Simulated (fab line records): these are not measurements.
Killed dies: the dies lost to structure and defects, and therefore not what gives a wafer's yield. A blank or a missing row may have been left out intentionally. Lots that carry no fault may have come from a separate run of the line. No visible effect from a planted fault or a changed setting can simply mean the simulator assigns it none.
Which tool did it?	flow n5 finfet	Sampling: 10 lots, 30 wafers, 5 of 1938 route steps

== WHAT EACH GAUGE READ, for each wafer ==
The record lacks any reading of a measuring or inspecting step that a usual standard deviation could be used to judge.

== TOOL THAT RAN EACH LOT (tool first, then ch and the chambers of the sampled wafers, then the start) ==
lot	N5_BEOL_M8_CVD_78	N5_PASSIVATION_ETCH_15	N5_PASSIVATION_DESCUM_46	N5_PASSIVATION_PASS_ETCH_47	N5_PASSIVATION_PROBE_49
L534	cvd co-01 ch 0,2, day 9 01:37	rie diel-04 ch 0,2,3, day 11 18:10 or earlier	rie diel-06 ch 0,2, day 11 18:10	rie diel-06 ch 0,2, day 11 18:13	-
L541	cvd co-02 ch 1,2, day 10 17:50	rie diel-05 ch 0,1,2, day 13 12:29 or earlier	rie diel-06 ch 0,1,3, day 13 12:29	rie diel-06 ch 0,1,3, day 13 12:31	-
L542	cvd co-01 ch 0,2, day 11 02:29	rie diel-04 ch 1,3, day 14 00:54 or earlier	rie diel-01 ch 1,3, day 14 00:54	rie diel-01 ch 1,3, day 14 00:56	prober-01, day 14 04:02
L545	cvd co-01 ch 0,1, day 12 01:02	rie diel-02 ch 0,1, day 14 16:36 or earlier	rie diel-01 ch 1,3, day 14 16:36	rie diel-01 ch 1,3, day 14 16:38	prober-02, day 14 19:38
L546	cvd co-01 ch 0,1, day 12 05:55	rie diel-05 ch 0,1,3, day 14 17:05 or earlier	rie diel-03 ch 0,1,2, day 14 17:05	rie diel-03 ch 0,1,2, day 14 17:07	prober-01, day 14 20:37
L547	cvd co-02 ch 0,1,2, day 12 21:00	rie diel-02 ch 1,2, day 15 16:29 or earlier	rie diel-06 ch 0,1, day 15 16:29	rie diel-06 ch 0,1, day 15 16:31	prober-01, day 15 19:31
L548	cvd co-01 ch 0,1, day 12 22:50	rie diel-02 ch 1,2, day 15 14:08 or earlier	rie diel-03 ch 0,2,3, day 15 14:08	rie diel-03 ch 0,2,3, day 15 14:10	prober-02, day 15 17:10
L550	cvd co-01 ch 0,2, day 13 14:02	rie diel-05 ch 0,2,3, day 16 06:53 or earlier	rie diel-06 ch 2,3, day 16 06:53	rie diel-06 ch 2,3, day 16 06:56	prober-02, day 16 10:08
L553	cvd co-01 ch 0,1,2, day 13 16:35	rie diel-02 ch 0,1,2, day 16 06:44 or earlier	rie diel-01 ch 2,3, day 16 06:44	rie diel-01 ch 2,3, day 16 06:46	prober-02, day 16 09:56
L554	cvd co-01 ch 0,2, day 14 12:50	rie diel-04 ch 0,1,2, day 16 23:50 or earlier	rie diel-06 ch 1,2,3, day 16 23:50	rie diel-06 ch 1,2,3, day 16 23:52	prober-01, day 17 02:55
- N5_BEOL_M8_CVD_78: deposits Co from CCTBA/H2, target thk 2 nm, time 142.3 s.
- N5_PASSIVATION_ETCH_15: etches SiCN in CF4/N2, target depth 75 nm, time 81.2 s.
- N5_PASSIVATION_DESCUM_46: chemistry O2, time 7.9 s.
- N5_PASSIVATION_PASS_ETCH_47: etches SiNx in CF4/O2, target depth 770 nm, time 385 s.
- N5_PASSIVATION_PROBE_49

== WHAT THE TOOLS THEMSELVES READ (means of the sampled wafers that have a number; where no wafer has one, the mark that the record gives instead) ==
N5_PASSIVATION_ETCH_15.
lot	tool	bias w (W)	chamber pressure mTorr (mTorr)	drypump motor current A (A)	oes product au (a.u.)	rf vpp V (V)	showerhead plenum p Torr (Torr)	throttle valve pct (%)
L534	rie diel-04	70.22	40.03	5.6	0.79	381.2	2.16	15.4
L541	rie diel-05	70.07	39.97	5.9	0.81	384.8	2.25	15.4
L542	rie diel-04	70.07	39.98	5.2	0.85	382.2	2.22	15.3
L545	rie diel-02	70.24	39.99	5.9	0.70	380.9	2.14	15.7
L546	rie diel-05	69.97	40.06	6.2	0.82	382.4	2.20	15.4
L547	rie diel-02	70.01	40.00	6.1	0.71	381.1	2.16	15.8
L548	rie diel-02	70.11	40.04	6.2	0.69	383.0	2.22	15.7
L550	rie diel-05	70.09	40.01	5.8	0.73	382.2	2.20	15.6
L553	rie diel-02	70.10	39.99	6.0	0.69	381.3	2.18	15.8
L554	rie diel-04	70.01	39.99	5.5	0.72	381.9	2.17	15.7

N5_PASSIVATION_DESCUM_46.
lot	tool	chamber pressure mTorr (mTorr)	drypump motor current A (A)	oes product au (a.u.)	rf vpp V (V)	showerhead plenum p Torr (Torr)	temp c (C)	throttle valve pct (%)
L534	rie diel-06	19.989	5.2	0.75	242.3	2.06	40.04	20.65
L541	rie diel-06	20.007	5.1	0.74	243.4	2.09	40.11	20.52
L542	rie diel-01	20.013	6.2	0.82	244.4	2.15	39.99	20.27
L545	rie diel-01	19.988	6.0	0.83	243.0	2.09	40.04	20.31
L546	rie diel-03	20.006	5.6	0.88	243.5	2.13	39.99	20.28
L547	rie diel-06	19.995	5.1	0.71	243.3	2.12	39.97	20.70
L548	rie diel-03	20.002	6.0	0.89	244.1	2.17	40.10	20.43
L550	rie diel-06	19.993	5.1	0.75	241.3	2.01	40.06	20.56
L553	rie diel-01	19.998	6.0	0.76	244.6	2.19	39.95	20.45
L554	rie diel-06	19.987	5.2	0.74	242.2	2.04	40.03	20.56

N5_PASSIVATION_PASS_ETCH_47.
lot	tool	bias w (W)	chamber pressure mTorr (mTorr)	drypump motor current A (A)	oes product au (a.u.)	rf vpp V (V)	showerhead plenum p Torr (Torr)	throttle valve pct (%)
L534	rie diel-06	49.16	40.03	5.1	0.75	240	2.17	16.03
L541	rie diel-06	48.98	40.00	5.1	0.74	241	2.20	15.90
L542	rie diel-01	49.11	40.00	6.2	0.82	241	2.26	15.68
L545	rie diel-01	48.96	39.98	6.0	0.83	237	2.20	15.71
L546	rie diel-03	49.04	40.02	5.6	0.87	242	2.25	15.69
L547	rie diel-06	48.95	40.03	5.1	0.70	237	2.24	16.16
L548	rie diel-03	48.99	39.98	5.9	0.88	243	2.28	15.79
L550	rie diel-06	48.99	40.05	5.1	0.75	243	2.10	15.90
L553	rie diel-01	49.07	40.00	6.0	0.77	241	2.30	15.90
L554	rie diel-06	49.04	39.99	5.2	0.74	243	2.14	15.91

N5_PASSIVATION_PROBE_49.
lot	tool	defect limited yield (%)	killed_at_M0_to_M3	killed_at_M4_up	killed at contacts	killed at front end	killed at other	killed dies	killed open	killed short	sort_bin_5_function (%)	sort_bin_6_memory (%)	sort n pass	sort yield pct (%)
L542	prober-01	90.9	27	19	12	46	4.3	107	69	36	5.0	3.8	1073	90.9
L545	prober-02	90.7	33	22	11	40	3.3	110	73	36	5.7	3.4	1070	90.7
L546	prober-01	90.1	35	15	28	38	1.3	117	74	38	5.8	3.8	1063	90.1
L547	prober-01	91.1	25	10	15	50	5.7	105	68	36	5.2	3.4	1075	91.1
L548	prober-02	90.4	42	12	11	46	2.7	114	71	43	5.4	3.9	1066	90.4
L550	prober-02	91.7	34	13	6	40	4.7	97	65	29	4.5	3.2	1083	91.7
L553	prober-02	84.3	27	110	9	34	4.7	185	54	28	9.8	3.6	995	84.3
L554	prober-01	85.3	18	112	12	31	0.7	174	45	27	9.2	3.4	1006	85.3

== THE ANSWER, worked out from the rows above alone ==
Rule: usual is defined by the lots themselves. The widest of any qualifying gaps counts: lots, ordered by their means at a reading, are off when they make up no more than a third of the lots, leave a main group of 4 or more, and stand apart from it by 3 or more times the standard deviation of that group's means. The tables above print the reading to a certain number of digits; a main group whose means all agree to those digits is not used. Also off: a lot with no number at a reading for which 4 or more lots have one. All remaining lots with rows at the step are treated as sound. Order of review: gauges by route order, followed by the tools' own readings, for which a lot's mean as printed above is used. At the first step where some lot is off, the reading lying furthest off is the one used; lots without a number count as furthest.
Off: L553, L554, at N5_PASSIVATION_PROBE_49 (killed_at_M4_up). The main group has a mean of 15 with a standard deviation of 4.1. Neither off nor sound, because the step has no rows for them: L534, L541.
If a tool, at that step or one of the process steps before it, ran each lot that is off and ran no sound lot following the first of them, it fits. N5_PASSIVATION_ETCH_15: start missing for some lots; hours and lot order therefore follow N5_PASSIVATION_DESCUM_46. One candidate fits, namely cvd co-01 at N5_BEOL_M8_CVD_78. A fault onset in the window from L550 (day 13 14:02, its last sound lot) to L553 (day 13 16:35, its first lot off) fits.

== WHAT WAS PUT IN BY THE SIMULATOR ==
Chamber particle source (cvd co-01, N5_BEOL_M8_CVD_78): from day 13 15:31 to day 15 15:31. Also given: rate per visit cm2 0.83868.
Struck lots among those shown: L553, L554. The same result came from the rule above.
